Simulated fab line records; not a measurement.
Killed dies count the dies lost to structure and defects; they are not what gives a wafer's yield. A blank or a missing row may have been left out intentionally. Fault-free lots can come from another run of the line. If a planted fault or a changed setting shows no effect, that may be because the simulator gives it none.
Split-lot study ; flow n5Finfet ; 39 wafers read across 7 lots, on a route 1938 steps long

## SPLIT DETAILS
At N5_DUMMY_GATE_ETCH_31 (etches SiO2 in C4F6/O2, target depth 82.5 nm, time 27.5 s), the setting targetDepthA was moved away from the recipe's 825 angstrom on 15 of the 39 wafers read, by -12.4% to +11.7%. The other wafers ran this setting at the recipe's value.

The split's own step is where the reading is taken.

## THE READING
SOC_of_DUMMY_GATE_COAT_34.thkNm (the simulator's own value, which no gauge read), in nm, at N5_DUMMY_GATE_ETCH_31 (etches SiO2 in C4F6/O2, target depth 82.5 nm, time 27.5 s). The file does not state a usual value for it. Here, 24 wafers ran the recipe; their average is 51.9 nm with a standard deviation of 0.33 nm.

wafer;tool, chamber at the split;targetDepthA as run, angstrom;against the recipe;SOC_of_DUMMY_GATE_COAT_34.thkNm, nm;against lot-mates on the recipe
L078.1;rieDiel-04, 2;723.1;-12.4%;52.4;+1.0
L078.2;rieDiel-04, 0;723.1;-12.4%;52.4;+1.0
L078.3;rieDiel-04, 3;825;recipe;51.4;-
L078.4;rieDiel-04, 1;825;recipe;51.6;-
L078.5;rieDiel-04, 1;723.1;-12.4%;52.6;+1.2
L078.6;rieDiel-04, 2;825;recipe;51.2;-
L083.1;rieDiel-06, 0;736.2;-10.8%;53;+1.1
L083.2;rieDiel-06, 2;825;recipe;52;-
L083.3;rieDiel-06, 1;825;recipe;51.8;-
L083.4;rieDiel-06, 3;736.2;-10.8%;52.8;+0.9
L083.5;rieDiel-06, 2;825;recipe;51.8;-
L083.6;rieDiel-06, 3;736.2;-10.8%;53;+1.1
L084.1;rieDiel-04, 1;860.3;+4.3%;51.4;-0.3
L084.2;rieDiel-04, 0;860.3;+4.3%;51.4;-0.3
L084.3;rieDiel-04, 3;825;recipe;51.6;-
L084.4;rieDiel-04, 2;825;recipe;51.6;-
L084.5;rieDiel-04, 1;825;recipe;52;-
L084.6;rieDiel-04, 0;860.3;+4.3%;51.2;-0.5
L090.2;rieDiel-04, 0;825;recipe;51.6;-
L090.3;rieDiel-04, 2;825;recipe;51.8;-
L090.6;rieDiel-04, 2;825;recipe;51.6;-
L091.1;rieDiel-02, 1;825;recipe;52.2;-
L091.2;rieDiel-02, 3;825;recipe;52.2;-
L091.3;rieDiel-02, 0;825;recipe;52.2;-
L091.4;rieDiel-02, 1;825;recipe;52.2;-
L091.5;rieDiel-02, 0;825;recipe;52.4;-
L091.6;rieDiel-02, 3;825;recipe;52.2;-
L095.1;rieDiel-02, 2;793.1;-3.9%;51.8;+0.1
L095.2;rieDiel-02, 1;825;recipe;51.4;-
L095.3;rieDiel-02, 3;825;recipe;51.8;-
L095.4;rieDiel-02, 0;793.1;-3.9%;52;+0.3
L095.5;rieDiel-02, 1;793.1;-3.9%;52;+0.3
L095.6;rieDiel-02, 0;825;recipe;51.8;-
L096.1;rieDiel-02, 0;921.5;+11.7%;51.4;-0.9
L096.2;rieDiel-02, 3;825;recipe;52.2;-
L096.3;rieDiel-02, 1;921.5;+11.7%;51.4;-0.9
L096.4;rieDiel-02, 2;825;recipe;52.2;-
L096.5;rieDiel-02, 3;921.5;+11.7%;51.4;-0.9
L096.6;rieDiel-02, 0;825;recipe;52.4;-

THE FIT
A straight line over all 39 wafers: SOC_of_DUMMY_GATE_COAT_34.thkNm changes by -0.0609 nm for each +1% of targetDepthA; r = -0.75; the points scatter about the line by 0.32 nm.
The same after taking each lot's own level away (the mean of its wafers on the recipe; 39 wafers): -0.0852 nm for each +1%; r = -0.97; scatter 0.13 nm.
According to that fit, moving targetDepthA by its largest amount changes the reading by 1.1 nm.
Measured against the standard deviation above, the lots' own levels, which go from 51.40 to 52.27 nm, span 2.6 times it.
So the lot-to-lot level blurs the effect unless lot-mates are compared.
Check: for one of the wafers moved furthest among these (-12.4%), held out of the fit, the line's prediction against its lot-mates is +1.08 nm. Against them it came out at +1 nm.

## THE OTHER SPLITS THESE WAFERS WENT THROUGH
Other splits were also applied to these wafers ahead of the reading. Each is held against what the fit with the lots' levels taken away leaves over:
other split on the same wafers;wafers away from the commonest value;r with SOC_of_DUMMY_GATE_COAT_34.thkNm (lot level and that fit taken away)
N5_FIN_SAQP_SPACER1_ALD_24 tempC;18;-0.02

## THE WHOLE CHAIN: every reading that the file lists as answering this split, in the file's order
step;what it does;reading;change (the file's fit);r (the file's)
N5_DUMMY_GATE_ETCH_31;etches SiO2 in C4F6/O2, target depth 82.5 nm, time 27.5 s;etch.depthNm (the simulator's own value, which no gauge read);+0.827 nm for each +1% of the setting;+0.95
N5_DUMMY_GATE_ETCH_31;etches SiO2 in C4F6/O2, target depth 82.5 nm, time 27.5 s;SOC_of_DUMMY_GATE_COAT_34.thkNm (the simulator's own value, which no gauge read);-0.0856 nm for each +1% of the setting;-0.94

## THE FILE'S OWN FIT
SOC_of_DUMMY_GATE_COAT_34.thkNm changes by -0.0856 nm for each +1% of targetDepthA, r = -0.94.
